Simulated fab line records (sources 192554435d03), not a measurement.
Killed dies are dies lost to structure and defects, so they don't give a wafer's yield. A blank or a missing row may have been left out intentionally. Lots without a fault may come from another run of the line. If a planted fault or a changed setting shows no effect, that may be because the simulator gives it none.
Problem report, 8D (eight disciplines) form, completed by code / flow n5-finfet / the parts of the form that need people (team, actions taken, sign-off) are left out

## 1. WHAT IS WRONG
M14_ILD_THK at N5_BEOL_M14_THK_MEAS_01 reads a mean of 1491 nm on 4 wafers of 3 lots; wafers without a fault read 1119 nm with a standard deviation of 15. Relative to the usual mean, that is a shift of +25 standard deviations.
The first sign was on wafer L205.3 at day 14 12:08, on film-metro-01. The record holds 30 wafers of 11 lots with a number at this step. The rule behind "out" and "out of limits": a value lying over 4 standard deviations away from the usual mean. The rest of the wafers with a number are treated as sound.

## 2. WHAT IT IS; WHAT IT IS NOT
question=which readings at this step | is=M14_ILD_THK | is not=-
question=which lots | is=L203, L205, L208 | is not=L193, L195, L196, L197, L198, L210, L213, L214
question=which wafers of those lots | is=L203.5, L205.3, L205.5, L208.3 | is not=L203.1, L203.2, L208.1
question=read on which gauges | is=film-metro-01 | is not=film-metro-02
question=when | is=from day 14 12:08 | is not=up to then (14 sound wafers); but 12 sound wafers of L203, L208, L210, L213, L214 came after

## 3. WHAT RULES OUT EACH SUSPECT
Counting: any tool at a process step up to the reading remains a suspect provided it ran every lot that is out. Sound lots after the first of them don't rule it out here, since some wafers of a struck lot are sound.
- the gauge at N5_BEOL_M14_THK_MEAS_01: ruled out. All the wafers that are out were read on film-metro-01, but those of them that N5_BEOL_M14_ILD_DEP_00 has rows for are out there too, on other tools.
- pecvd-01 at N5_BEOL_M14_ILD_DEP_00 (deposits SiO2 from TEOS/O2, target thk 1119.3 nm, time 237.4 s): kept. Every lot that is out went through it, the first being L205 (day 14 11:57); the last sound lot it ran before that was L197 (day 12 19:50). On those wafers its own readings are out: run-length-s.
Remaining after the count: pecvd-01 at N5_BEOL_M14_ILD_DEP_00.

## 4. THE CAUSE (what the simulator had put in)
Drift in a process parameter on pecvd-01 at N5_BEOL_M14_ILD_DEP_00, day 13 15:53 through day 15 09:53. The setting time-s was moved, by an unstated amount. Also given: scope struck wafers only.
The count eliminated every tool but this one.

## 5. THE CHAIN OF EFFECTS, in route order
Rows list readings where the struck wafers' mean (over those with a number) sits beyond 3 standard deviations from the usual. Scope: only readings with a usual standard deviation given in the record; hours: median across lots of the time from each lot's start at the first step in this table that gives one to its start at this step; sigmas: change in usual standard deviations.
hours=0; step=N5_BEOL_M14_ILD_DEP_00; reading=run-length-s; usual=280.0 s; on struck wafers=359.7; change=+79.7; sigmas=+99 or more
hours=0; step=N5_BEOL_M14_THK_MEAS_01; reading=M14_ILD_THK; usual=1119 nm; on struck wafers=1491; change=+372; sigmas=+25
Here are the process steps it includes:
- N5_BEOL_M14_ILD_DEP_00: deposits SiO2 from TEOS/O2, target thk 1119.3 nm, time 237.4 s.

## 6. HOW IT WOULD HAVE BEEN CAUGHT EARLIER
20 hours passed between the start of the fault at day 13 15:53 and the first reading out of limits at a measuring or inspecting step in this record, taken at day 14 12:08.
At N5_BEOL_M14_ILD_DEP_00, the tool's own readings (run-length-s) were out on each struck wafer the step has a row for, so an alarm limit on them would have fired on the first such wafer.
Lots out: 3; of these, L203, L208 started N5_BEOL_M14_ILD_DEP_00 on pecvd-01 after day 14 12:08. A hold on the tool at that time would have spared those 2.
